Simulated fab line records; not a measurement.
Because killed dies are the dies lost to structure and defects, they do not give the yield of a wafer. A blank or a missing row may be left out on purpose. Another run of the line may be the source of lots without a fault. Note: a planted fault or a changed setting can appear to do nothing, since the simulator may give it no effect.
fab line records	flow n5_finfet
record lots=24	wafers=72	last_day=20
route steps=1938 shown BEOL_M3@931
lots untouched by any fault: they come from a run of this same line in which no faults occurred
start_h: the number of hours between the record's first day and the start of the first shown wafer of the lot	wait_h: time in hours since the lot's previous step	" same as the row above	L1.1+2: one row covering several wafers at once	- either no value or no given start	* or withheld: withheld	< > ~ a bound
route shown NAME@n: a module of which the file shows steps, and the number in the route of the first	usual: average and standard deviation across the fault-free wafers	same: alike in all rows	chamber/n: place in a boat	sites: readings site by site	_std_site: standard deviation of those values	_edge_site: mean of outer sites minus mean of inner sites	radius_mm: how far each site lies from the wafer's centre	mask NAME#n: copy n	behind: the most recent tool/chamber to have shaped the wafer	hold: why the lot was held/for how many hours/how that ended	device: the n, p or np transistor that did not switch	end of line: tests of these same wafers at the route's end	a step without rows: its recipe alone	killed: count of dies lost to structure and defects at first sort (not the wafer's yield)	map: a wafer's dies, x killed, . not, _ none there
set.NAME: the run value of the setting; set.NAME@STEP: its run value at that earlier step	model.NAME: the simulator's own value behind a step, which no gauge read
one table for each step of the route and one row for each wafer, over a sample of lots
services: a tool's chamber out of use, with start hour (start_h, from the record's first day; less than 0 if before it), hours out, and reason
## steps
# step N5_BEOL_M3_ILD_DEP_00
# recipe material=SiOC	target_thk_a=790	temp_c=350	precursor=DEMS/O2	pressure_torr=5	rf_w=500	time_s=15.3
# usual heater_power_w=513/71	showerhead_plenum_p_Torr=5.698/0.019	throttle_valve_pct=12.4/1.1
lot.wafer	tool	chamber	start_h	wait_h	heater_power_w	showerhead_plenum_p_Torr	throttle_valve_pct
L074.2	pecvd-04	0	155.24	0.0	495	5.722	12.1
L074.3	"	2	"	"	533	5.667	11.3
L074.5	"	0	"	"	484	5.712	12.3
L075.3	pecvd-02	1	172.10	0.0	536	5.687	12.4
L075.5	"	0	"	"	587	5.727	12.0
L075.6	"	2	"	"	498	5.709	11.5
L076.1	pecvd-02	1	173.06	0.0	539	5.688	12.2
L076.4	"	0	"	"	609	5.695	12.4
L076.5	"	1	"	"	540	5.702	12.4
L077.1	pecvd-04	1	180.99	0.0	496	5.683	14.5
L077.4	"	1	"	"	476	5.695	14.9
L077.5	"	1	"	"	484	5.703	14.8
L078.1	pecvd-04	2	184.41	0.0	500	5.661	11.3
L078.3	"	1	"	"	507	5.696	14.9
L078.6	"	0	"	"	453	5.715	12.4
L079.1	pecvd-02	0	185.01	0.0	648	5.723	11.7
L079.4	"	1	"	"	574	5.697	12.5
L079.6	"	0	"	"	632	5.718	12.2
L082.2	pecvd-02	0	207.61	0.1	623	5.699	12.0
L082.4	"	0	"	"	625	5.712	11.7
L082.5	"	0	"	"	651	5.711	11.9
L083.2	pecvd-04	0	211.27	0.0	492	5.717	12.4
L083.5	"	0	"	"	517	5.725	12.2
L083.6	"	2	"	"	584	5.661	11.6
L081.2	pecvd-04	1	214.59	0.0	452	5.710	14.6
L081.3	"	2	"	"	575	5.679	11.5
L081.4	"	1	"	"	458	5.703	14.7
L080.1	pecvd-04	1	215.04	0.0	460	5.703	14.6
L080.3	"	2	"	"	508	5.667	11.7
L080.6	"	0	"	"	506	5.735	12.1
L084.1	pecvd-04	0	224.06	0.0	502	5.726	12.5
L084.4	"	2	"	"	480	5.662	11.4
L084.6	"	0	"	"	504	5.726	12.0
L085.1	pecvd-01	2	228.05	0.0	532	5.693	11.2
L085.2	"	0	"	"	436	5.690	12.7
L085.4	"	1	"	"	388	5.684	12.2
L088.1	pecvd-04	2	236.96	0.0	515	5.672	11.5
L088.2	"	0	"	"	518	5.714	12.2
L088.6	"	1	"	"	519	5.700	14.8
L087.1	pecvd-02	1	241.36	0.0	582	5.686	12.2
L087.2	"	2	"	"	594	5.725	10.8
L087.4	"	1	"	"	594	5.695	12.1
L086.2	pecvd-02	1	244.43	0.0	598	5.695	12.3
L086.4	"	0	"	"	621	5.716	11.9
L086.6	"	1	"	"	603	5.705	12.3
L089.1	pecvd-04	2	255.23	0.0	564	5.680	11.7
L089.2	"	0	"	"	502	5.701	12.5
L089.6	"	1	"	"	508	5.703	14.5
L091.1	pecvd-04	0	258.47	0.0	467	5.711	12.5
L091.4	"	2	"	"	504	5.650	11.6
L091.5	"	1	"	"	454	5.702	14.7
L090.1	pecvd-01	2	261.05	0.0	536	5.681	11.1
L090.3	"	0	"	"	483	5.689	12.6
L090.5	"	2	"	"	535	5.686	11.5
L092.1	pecvd-01	1	274.64	0.0	344	5.689	12.3
L092.3	"	0	"	"	417	5.708	12.3
L092.5	"	2	"	"	455	5.695	11.6
L093.3	pecvd-01	2	280.13	0.1	567	5.694	11.5
L093.4	"	0	"	"	431	5.685	12.3
L093.6	"	2	"	"	546	5.691	11.3
L094.4	pecvd-01	2	283.73	0.1	469	5.702	11.1
L094.5	"	1	"	"	397	5.689	12.0
L094.6	"	0	"	"	466	5.687	12.6
L096.2	pecvd-04	2	287.35	0.0	516	5.672	11.9
L096.3	"	0	"	"	515	5.721	12.5
L096.4	"	1	"	"	419	5.699	14.4
L095.2	pecvd-04	1	292.82	0.1	432	5.701	14.7
L095.4	"	0	"	"	501	5.728	12.1
L095.5	"	2	"	"	540	5.664	11.6
L097.1	pecvd-02	2	303.55	0.0	601	5.726	11.0
L097.4	"	1	"	"	575	5.699	12.4
L097.6	"	2	"	"	600	5.692	10.5
# step N5_BEOL_M3_PECVD_72
# recipe material=SiO2	target_thk_a=160	temp_c=400	precursor=TEOS/O2	pressure_torr=5.5	rf_w=450	teos_flow_sccm=53.8	gas=O2	flow_sccm=3000	time_s=18
# usual heater_power_w=729/100	showerhead_plenum_p_Torr=8.79/0.069	throttle_valve_pct=23.1/1.8
lot.wafer	tool	chamber	start_h	wait_h	heater_power_w	showerhead_plenum_p_Torr	throttle_valve_pct
L074.2	pecvd-01	1	155.35	0.0	582	8.77	22.3
L074.3	"	0	"	"	682	8.76	23.7
L074.5	"	2	"	"	812	8.79	21.3
L075.3	pecvd-04	2	172.21	0.0	804	8.64	21.4
L075.5	"	1	"	"	739	8.78	27.6
L075.6	"	2	"	"	815	8.67	21.7
L076.1	pecvd-04	1	173.16	0.0	705	8.77	27.3
L076.4	"	1	"	"	716	8.80	27.6
L076.5	"	2	"	"	775	8.66	21.7
L077.1	pecvd-02	0	181.11	0.0	959	8.86	22.6
L077.4	"	1	"	"	849	8.79	23.4
L077.5	"	0	"	"	940	8.91	22.4
L078.1	pecvd-01	0	184.51	0.0	683	8.78	23.6
L078.3	"	2	"	"	735	8.77	21.3
L078.6	"	1	"	"	519	8.80	22.7
L079.1	pecvd-02	1	185.12	0.0	837	8.77	23.1
L079.4	"	1	"	"	851	8.78	23.2
L079.6	"	0	"	"	953	8.84	22.4
L082.2	pecvd-01	1	207.76	0.0	597	8.76	22.8
L082.4	"	2	"	"	821	8.77	21.4
L082.5	"	0	"	"	671	8.78	23.5
L083.2	pecvd-02	1	211.37	0.0	835	8.76	23.3
L083.5	"	0	"	"	918	8.87	22.4
L083.6	"	1	"	"	815	8.81	23.2
L081.2	pecvd-01	0	214.69	0.0	618	8.76	23.4
L081.3	"	1	"	"	574	8.78	22.8
L081.4	"	2	"	"	791	8.79	21.3
L080.1	pecvd-01	0	215.15	0.0	672	8.77	23.5
L080.3	"	2	"	"	830	8.78	21.3
L080.6	"	0	"	"	651	8.74	23.7
L084.1	pecvd-01	2	224.16	0.0	817	8.79	21.2
L084.4	"	0	"	"	626	8.74	23.5
L084.6	"	1	"	"	614	8.77	22.4
L085.1	pecvd-04	0	228.16	0.0	717	8.87	23.0
L085.2	"	1	"	"	764	8.79	27.6
L085.4	"	1	"	"	753	8.78	27.4
L088.1	pecvd-01	0	237.07	0.0	715	8.77	23.5
L088.2	"	2	"	"	817	8.79	21.5
L088.6	"	2	"	"	804	8.81	21.2
L087.1	pecvd-01	1	241.48	0.0	577	8.81	22.7
L087.2	"	0	"	"	728	8.76	23.5
L087.4	"	0	"	"	723	8.77	23.5
L086.2	pecvd-04	1	244.53	0.0	672	8.78	27.1
L086.4	"	0	"	"	651	8.91	22.8
L086.6	"	2	"	"	845	8.66	21.8
L089.1	pecvd-01	1	255.33	0.0	573	8.80	22.7
L089.2	"	0	"	"	724	8.75	23.6
L089.6	"	0	"	"	714	8.76	23.5
L091.1	pecvd-01	0	258.57	0.0	659	8.76	23.4
L091.4	"	0	"	"	655	8.77	23.5
L091.5	"	1	"	"	533	8.78	22.4
L090.1	pecvd-04	0	261.15	0.0	745	8.91	22.7
L090.3	"	2	"	"	809	8.65	21.8
L090.5	"	0	"	"	747	8.90	22.9
L092.1	pecvd-04	0	274.74	0.0	785	8.89	23.0
L092.3	"	2	"	"	769	8.66	21.6
L092.5	"	1	"	"	745	8.79	27.4
L093.3	pecvd-01	2	280.23	0.0	811	8.81	21.6
L093.4	"	1	"	"	510	8.79	22.6
L093.6	"	0	"	"	599	8.79	23.6
L094.4	pecvd-04	1	283.83	0.1	736	8.81	27.5
L094.5	"	2	"	"	714	8.66	22.0
L094.6	"	0	"	"	751	8.91	23.0
L096.2	pecvd-01	0	287.46	0.0	683	8.77	23.4
L096.3	"	1	"	"	553	8.75	22.9
L096.4	"	1	"	"	561	8.74	22.8
L095.2	pecvd-04	0	292.92	0.0	764	8.92	22.9
L095.4	"	0	"	"	751	8.90	22.9
L095.5	"	1	"	"	631	8.81	27.4
L097.1	pecvd-04	2	303.65	0.0	769	8.63	21.9
L097.4	"	0	"	"	728	8.91	23.0
L097.6	"	2	"	"	753	8.66	22.0
# step N5_BEOL_M3_DESCUM_16
# recipe chemistry=O2	time_s=7	source_power_w=50	bias_power_w=20	pressure_mtorr=20	rf_frequency_hz=2.712e+07	temp_c=40	resist=CAR-EUV	o2_flow_sccm=225
# usual drypump_motor_current_A=5.6/0.34	oes_product_au=0.78/0.07	rf_vpp_V=242.9/1.5	showerhead_plenum_p_Torr=2.08/0.077	temp_c=40.01/0.11	throttle_valve_pct=20.47/0.18
lot.wafer	tool	chamber	start_h	wait_h	drypump_motor_current_A	oes_product_au	rf_hours_counter_h	rf_vpp_V	showerhead_plenum_p_Torr	temp_c	throttle_valve_pct
L074.2	rie_diel-06	3	156.70	0.0	5.8	0.71	192	243.8	2.05	40.05	20.40
L074.3	"	0	"	"	5.5	0.97	11	242.0	2.09	39.85	20.30
L074.5	"	2	"	"	5.8	0.82	-	240.6	1.96	40.12	20.58
L075.3	rie_diel-02	1	176.09	0.0	5.4	0.86	63	245.4	2.21	39.99	20.13
L075.5	"	0	"	"	5.5	0.82	-	242.5	2.03	40.15	20.27
L075.6	"	3	"	"	5.6	0.74	-	240.9	1.96	40.21	20.37
L076.1	rie_diel-03	3	176.32	0.0	4.9	0.75	174	243.6	2.17	40.12	20.72
L076.4	"	1	"	"	6.4	0.78	151	242.7	2.12	40.02	20.66
L076.5	"	3	"	"	4.9	0.76	-	243.3	2.17	40.01	20.71
L077.1	rie_diel-03	0	181.95	0.0	6.0	0.88	34	244.2	2.14	39.96	20.36
L077.4	"	1	"	"	6.4	0.77	153	240.8	2.12	39.95	20.67
L077.5	"	1	"	"	6.4	0.77	-	242.1	2.12	40.17	20.66
L078.1	rie_diel-06	0	185.22	0.0	5.5	0.94	18	241.6	2.09	39.87	20.33
L078.3	"	1	"	"	5.4	0.86	64	244.1	2.11	40.02	20.39
L078.6	"	3	"	"	5.8	0.71	-	242.2	2.05	40.09	20.40
L079.1	rie_diel-03	1	188.03	0.0	6.5	0.77	155	243.1	2.12	40.05	20.67
L079.4	"	2	"	"	5.4	0.68	220	245.6	2.19	39.86	20.78
L079.6	"	0	"	"	6.0	0.87	-	243.8	2.14	40.04	20.37
L082.2	rie_diel-06	1	210.01	0.2	5.3	0.86	70	244.1	2.11	39.95	20.40
L082.4	"	3	"	"	5.8	0.71	203	244.3	2.05	39.90	20.41
L082.5	"	0	"	"	5.5	0.93	-	242.6	2.08	39.99	20.31
L083.2	rie_diel-02	0	213.38	0.0	5.5	0.80	109	243.2	2.02	40.15	20.30
L083.5	"	2	"	"	5.5	0.73	-	243.4	2.09	39.92	20.50
L083.6	"	1	"	"	5.4	0.85	-	245.6	2.20	39.97	20.15
L081.2	rie_diel-02	0	217.33	0.0	5.5	0.80	109	243.4	2.02	40.23	20.27
L081.3	"	2	"	"	5.6	0.73	186	243.4	2.09	40.10	20.50
L081.4	"	3	"	"	5.7	0.73	206	241.3	1.96	39.93	20.40
L080.1	rie_diel-03	2	217.55	0.0	5.4	0.67	229	244.6	2.18	39.96	20.80
L080.3	"	1	"	"	6.4	0.76	164	243.1	2.12	40.18	20.68
L080.6	"	0	"	"	6.0	0.86	-	244.2	2.13	40.02	20.39
L084.1	rie_diel-06	2	224.74	0.0	5.9	0.79	115	241.3	1.96	40.14	20.60
L084.4	"	1	"	"	5.4	0.85	75	245.1	2.11	40.03	20.40
L084.6	"	3	"	"	5.8	0.70	-	242.7	2.05	39.88	20.41
L085.1	rie_diel-02	0	232.26	0.2	5.5	0.80	114	242.1	2.02	40.03	20.29
L085.2	"	2	"	"	5.5	0.72	191	242.9	2.09	39.65	20.49
L085.4	"	1	"	"	5.4	0.84	-	243.9	2.20	39.71	20.16
L088.1	rie_diel-02	2	238.18	0.0	5.5	0.73	193	242.5	2.09	40.03	20.51
L088.2	"	1	"	"	5.4	0.83	80	244.2	2.20	39.86	20.17
L088.6	"	3	"	"	5.6	0.73	-	241.8	1.96	39.97	20.39
L087.1	rie_diel-06	0	242.46	0.0	5.5	0.91	34	240.6	2.08	40.07	20.32
L087.2	"	2	"	"	5.9	0.78	119	240.8	1.96	39.93	20.61
L087.4	"	0	"	"	5.5	0.90	-	242.7	2.08	40.01	20.33
L086.2	rie_diel-02	3	246.06	0.2	5.7	0.73	214	240.9	1.95	40.06	20.39
L086.4	"	0	"	"	5.5	0.79	118	242.6	2.02	40.07	20.31
L086.6	"	0	"	"	5.5	0.79	-	242.9	2.02	40.00	20.30
L089.1	rie_diel-06	0	257.72	0.3	5.5	0.90	39	242.1	2.08	39.99	20.33
L089.2	"	1	"	"	5.4	0.83	85	242.0	2.11	39.79	20.42
L089.6	"	2	"	"	5.8	0.77	-	240.8	1.95	39.99	20.61
L091.1	rie_diel-06	3	261.01	0.0	5.8	0.69	218	241.0	2.04	40.02	20.44
L091.4	"	1	"	"	5.4	0.83	85	242.4	2.11	40.01	20.43
L091.5	"	2	"	"	5.9	0.78	-	241.1	1.95	39.98	20.63
L090.1	rie_diel-03	3	262.89	0.0	4.9	0.74	191	244.8	2.16	40.11	20.75
L090.3	"	0	"	"	6.0	0.85	56	244.2	2.13	39.85	20.41
L090.5	"	3	"	"	4.9	0.73	-	243.1	2.16	40.04	20.76
L092.1	rie_diel-06	1	277.04	0.2	5.4	0.83	90	243.6	2.11	39.94	20.44
L092.3	"	2	"	"	5.9	0.78	131	239.9	1.95	40.02	20.64
L092.5	"	2	"	"	5.8	0.78	-	241.0	1.95	39.97	20.61
L093.3	rie_diel-03	0	283.95	0.6	6.0	0.84	64	243.1	2.13	40.13	20.41
L093.4	"	1	"	"	6.5	0.75	183	243.4	2.11	40.00	20.70
L093.6	"	1	"	"	6.5	0.75	-	242.3	2.11	40.03	20.69
L094.4	rie_diel-03	1	284.73	0.0	6.5	0.75	183	243.3	2.11	40.17	20.71
L094.5	"	1	"	"	6.4	0.75	-	241.7	2.11	40.09	20.71
L094.6	"	0	"	"	6.0	0.84	-	244.6	2.13	40.03	20.43
L096.2	rie_diel-02	0	289.25	0.5	5.5	0.78	131	241.9	2.01	40.16	20.33
L096.3	"	3	"	"	5.7	0.72	229	241.8	1.95	40.08	20.41
L096.4	"	2	"	"	5.5	0.71	210	242.7	2.08	40.28	20.52
L095.2	rie_diel-06	3	296.04	0.0	5.8	0.69	227	243.6	2.04	39.92	20.46
L095.4	"	0	"	"	5.5	0.87	49	241.6	2.07	40.04	20.35
L095.5	"	0	"	"	5.5	0.87	-	243.3	2.07	39.93	20.35
L097.1	rie_diel-02	1	306.72	0.0	5.4	0.81	105	244.7	2.19	39.85	20.20
L097.4	"	1	"	"	5.4	0.80	-	242.8	2.19	39.73	20.21
L097.6	"	0	"	"	5.5	0.78	-	241.6	2.01	40.09	20.32
# step N5_BEOL_M3_OVL_MEAS_29
# recipe points_per_wafer=522
# usual V2_OVL=0.1/0.61
lot.wafer	tool	chamber	start_h	wait_h	V2_OVL[nm]
L074.2	overlay-02	0	157.73	0.0	-0.7
L074.3	"	0	"	"	0.0
L074.5	"	0	"	"	-0.7
L075.3	overlay-02	0	177.11	0.0	-1.0
L075.5	"	0	"	"	-0.7
L075.6	"	0	"	"	-0.2
L076.1	overlay-01	0	177.39	0.0	0.7
L076.4	"	0	"	"	0.3
L076.5	"	0	"	"	0.7
L077.1	overlay-01	0	182.73	0.0	0.1
L077.4	"	0	"	"	0.3
L077.5	"	0	"	"	0.6
L078.1	overlay-01	0	186.12	0.0	-0.2
L078.3	"	0	"	"	0.8
L078.6	"	0	"	"	0.4
L079.1	overlay-02	0	188.95	0.0	-0.4
L079.4	"	0	"	"	0.3
L079.6	"	0	"	"	-0.1
L082.2	overlay-02	0	210.92	0.0	0.5
L082.4	"	0	"	"	-0.4
L082.5	"	0	"	"	0.0
L083.2	overlay-01	0	214.35	0.0	-0.7
L083.5	"	0	"	"	-0.5
L083.6	"	0	"	"	-1.1
L081.2	overlay-02	0	218.37	0.0	-0.1
L081.3	"	0	"	"	0.4
L081.4	"	0	"	"	0.7
L080.1	overlay-02	0	218.55	0.0	0.6
L080.3	"	0	"	"	0.3
L080.6	"	0	"	"	0.5
L084.1	overlay-01	0	225.51	0.0	0.3
L084.4	"	0	"	"	-0.1
L084.6	"	0	"	"	-0.6
L085.1	overlay-02	0	233.03	0.0	0.4
L085.2	"	0	"	"	-1.0
L085.4	"	0	"	"	-1.0
L088.1	overlay-01	0	239.08	0.0	1.4
L088.2	"	0	"	"	0.4
L088.6	"	0	"	"	0.7
L087.1	overlay-01	0	243.24	0.0	0.3
L087.2	"	0	"	"	0.3
L087.4	"	0	"	"	0.4
L086.2	overlay-02	0	246.85	0.0	0.1
L086.4	"	0	"	"	-0.6
L086.6	"	0	"	"	0.8
L089.1	overlay-02	0	258.66	0.0	1.0
L089.2	"	0	"	"	0.4
L089.6	"	0	"	"	0.8
L091.1	overlay-01	0	262.11	0.0	0.1
L091.4	"	0	"	"	0.4
L091.5	"	0	"	"	-0.2
L090.1	overlay-02	0	263.67	0.0	-0.6
L090.3	"	0	"	"	-0.6
L090.5	"	0	"	"	0.2
L092.1	overlay-02	0	277.95	0.0	0.5
L092.3	"	0	"	"	0.0
L092.5	"	0	"	"	-0.1
L093.3	overlay-02	0	284.96	0.0	-0.1
L093.4	"	0	"	"	0.3
L093.6	"	0	"	"	1.4
L094.4	overlay-01	0	285.55	0.0	0.6
L094.5	"	0	"	"	-0.5
L094.6	"	0	"	"	-0.2
L096.2	overlay-02	0	290.03	0.0	0.6
L096.3	"	0	"	"	0.8
L096.4	"	0	"	"	0.9
L095.2	overlay-02	0	297.13	0.0	0.9
L095.4	"	0	"	"	0.8
L095.5	"	0	"	"	0.5
L097.1	overlay-01	0	309.07	0.0	0.5
L097.4	"	0	"	"	0.1
L097.6	"	0	"	"	0.0
# step N5_BEOL_M3_ANNEAL_89
# recipe temp_c=400	time_s=240	ambient=vacuum
# usual heater_power_w=819/61
lot.wafer	tool	chamber	start_h	wait_h	heater_power_w
L074.2	pvd_sputter-02	-	165.25	0.0	879
L074.3	"	-	"	"	765
L074.5	"	-	"	"	854
L075.3	pvd_sputter-01	-	186.05	0.0	917
L075.5	"	-	"	"	914
L075.6	"	-	"	"	756
L076.1	pvd_sputter-01	-	190.47	0.0	833
L076.4	"	-	"	"	849
L076.5	"	-	"	"	851
L077.1	pvd_sputter-01	-	196.41	0.0	771
L077.4	"	-	"	"	921
L077.5	"	-	"	"	852
L078.1	pvd_sputter-03	-	196.66	0.0	794
L078.3	"	-	"	"	828
L078.6	"	-	"	"	812
L079.1	pvd_sputter-02	-	200.64	0.0	864
L079.4	"	-	"	"	779
L079.6	"	-	"	"	730
L082.2	pvd_sputter-01	-	225.23	0.0	893
L082.4	"	-	"	"	754
L082.5	"	-	"	"	768
L083.2	pvd_sputter-01	-	227.19	0.0	741
L083.5	"	-	"	"	917
L083.6	"	-	"	"	751
L081.2	pvd_sputter-02	-	230.59	0.0	872
L081.3	"	-	"	"	766
L081.4	"	-	"	"	713
L080.1	pvd_sputter-02	-	239.53	0.0	751
L080.3	"	-	"	"	788
L080.6	"	-	"	"	726
L084.1	pvd_sputter-03	-	248.33	0.0	842
L084.4	"	-	"	"	894
L084.6	"	-	"	"	846
L085.1	pvd_sputter-01	-	253.35	0.0	925
L085.2	"	-	"	"	842
L085.4	"	-	"	"	839
L088.1	pvd_sputter-01	-	256.21	0.0	876
L088.2	"	-	"	"	755
L088.6	"	-	"	"	741
L087.1	pvd_sputter-01	-	266.12	0.0	898
L087.2	"	-	"	"	844
L087.4	"	-	"	"	852
L086.2	pvd_sputter-03	-	278.32	0.0	788
L086.4	"	-	"	"	805
L086.6	"	-	"	"	835
L089.1	pvd_sputter-02	-	283.09	0.0	851
L089.2	"	-	"	"	773
L089.6	"	-	"	"	779
L091.1	pvd_sputter-03	-	290.36	0.0	828
L091.4	"	-	"	"	798
L091.5	"	-	"	"	828
L090.1	pvd_sputter-01	-	294.59	0.0	825
L090.3	"	-	"	"	857
L090.5	"	-	"	"	850
L093.3	pvd_sputter-02	-	304.82	0.0	853
L093.4	"	-	"	"	798
L093.6	"	-	"	"	775
L092.1	pvd_sputter-02	-	306.66	0.0	715
L092.3	"	-	"	"	785
L092.5	"	-	"	"	712
L094.4	pvd_sputter-01	-	319.66	0.0	858
L094.5	"	-	"	"	900
L094.6	"	-	"	"	840
L096.2	pvd_sputter-02	-	320.33	0.0	863
L096.3	"	-	"	"	772
L096.4	"	-	"	"	783
L095.2	pvd_sputter-01	-	324.56	0.0	857
L095.4	"	-	"	"	758
L095.5	"	-	"	"	906
L097.1	pvd_sputter-02	-	324.84	0.0	797
L097.4	"	-	"	"	791
L097.6	"	-	"	"	770
# step N5_BEOL_M3_ANNEAL_93
# recipe temp_c=400	time_s=240	ambient=vacuum
# usual heater_power_w=816/63
lot.wafer	tool	chamber	start_h	wait_h	heater_power_w
L074.2	pvd_sputter-02	-	165.69	0.0	842
L074.3	"	-	"	"	756
L074.5	"	-	"	"	867
L075.3	pvd_sputter-01	-	186.49	0.0	911
L075.5	"	-	"	"	910
L075.6	"	-	"	"	751
L076.1	pvd_sputter-01	-	190.91	0.0	856
L076.4	"	-	"	"	850
L076.5	"	-	"	"	842
L077.1	pvd_sputter-01	-	196.85	0.0	752
L077.4	"	-	"	"	918
L077.5	"	-	"	"	861
L078.1	pvd_sputter-03	-	197.10	0.0	797
L078.3	"	-	"	"	841
L078.6	"	-	"	"	796
L079.1	pvd_sputter-02	-	201.08	0.0	872
L079.4	"	-	"	"	774
L079.6	"	-	"	"	715
L082.2	pvd_sputter-01	-	225.67	0.0	908
L082.4	"	-	"	"	784
L082.5	"	-	"	"	765
L083.2	pvd_sputter-01	-	227.63	0.0	734
L083.5	"	-	"	"	905
L083.6	"	-	"	"	747
L081.2	pvd_sputter-02	-	231.03	0.0	874
L081.3	"	-	"	"	771
L081.4	"	-	"	"	715
L080.1	pvd_sputter-02	-	246.16	0.0	768
L080.3	"	-	"	"	796
L080.6	"	-	"	"	717
L084.1	pvd_sputter-03	-	248.77	0.0	833
L084.4	"	-	"	"	898
L084.6	"	-	"	"	840
L085.1	pvd_sputter-01	-	253.79	0.0	916
L085.2	"	-	"	"	833
L085.4	"	-	"	"	841
L088.1	pvd_sputter-01	-	256.65	0.0	864
L088.2	"	-	"	"	759
L088.6	"	-	"	"	766
L087.1	pvd_sputter-01	-	266.56	0.0	930
L087.2	"	-	"	"	873
L087.4	"	-	"	"	857
L086.2	pvd_sputter-03	-	278.76	0.0	779
L086.4	"	-	"	"	800
L086.6	"	-	"	"	845
L089.1	pvd_sputter-02	-	283.53	0.0	871
L089.2	"	-	"	"	742
L089.6	"	-	"	"	779
L091.1	pvd_sputter-03	-	290.80	0.0	849
L091.4	"	-	"	"	799
L091.5	"	-	"	"	867
L090.1	pvd_sputter-01	-	295.03	0.0	853
L090.3	"	-	"	"	863
L090.5	"	-	"	"	859
L093.3	pvd_sputter-02	-	305.26	0.0	852
L093.4	"	-	"	"	784
L093.6	"	-	"	"	785
L092.1	pvd_sputter-02	-	307.10	0.0	708
L092.3	"	-	"	"	804
L092.5	"	-	"	"	700
L094.4	pvd_sputter-01	-	320.10	0.0	875
L094.5	"	-	"	"	897
L094.6	"	-	"	"	858
L096.2	pvd_sputter-02	-	320.83	0.0	850
L096.3	"	-	"	"	771
L096.4	"	-	"	"	772
L095.2	pvd_sputter-01	-	325.00	0.0	877
L095.4	"	-	"	"	738
L095.5	"	-	"	"	897
L097.1	pvd_sputter-02	-	325.28	0.0	785
L097.4	"	-	"	"	772
L097.6	"	-	"	"	744
## services
tool	chamber	start_h	hours	kind
pecvd-01	1	132.36	2.1	scheduled_down
pecvd-04	-	137.39	14.6	pm
rie_diel-03	3	139.89	3.5	repair
pvd_sputter-01	-	155.50	4.5	repair
rie_diel-02	2	162.48	6.6	repair
pecvd-04	-	162.72	5.5	pm
rie_diel-06	3	163.11	4.1	repair
pecvd-04	0	180.19	2.1	scheduled_down
pecvd-02	-	189.15	0.8	pm
pecvd-01	-	194.92	1.3	repair
rie_diel-03	3	200.07	23.7	repair
pecvd-02	2	202.38	-	clean
pecvd-02	2	202.38	-	consumable_replace:showerhead
pecvd-02	2	202.38	29.0	scheduled_down
pecvd-02	2	202.38	29.0	vent_cycle
pecvd-02	1	206.22	2.9	repair
pvd_sputter-01	-	219.23	4.0	repair
rie_diel-03	2	220.43	3.6	repair
rie_diel-02	3	230.01	2.4	repair
pecvd-04	2	238.72	5.5	scheduled_down
pecvd-04	1	247.44	2.1	scheduled_down
rie_diel-02	0	252.10	6.5	repair
pecvd-02	-	270.32	28.1	pm
pecvd-01	-	295.80	14.6	pm
## key
fault none
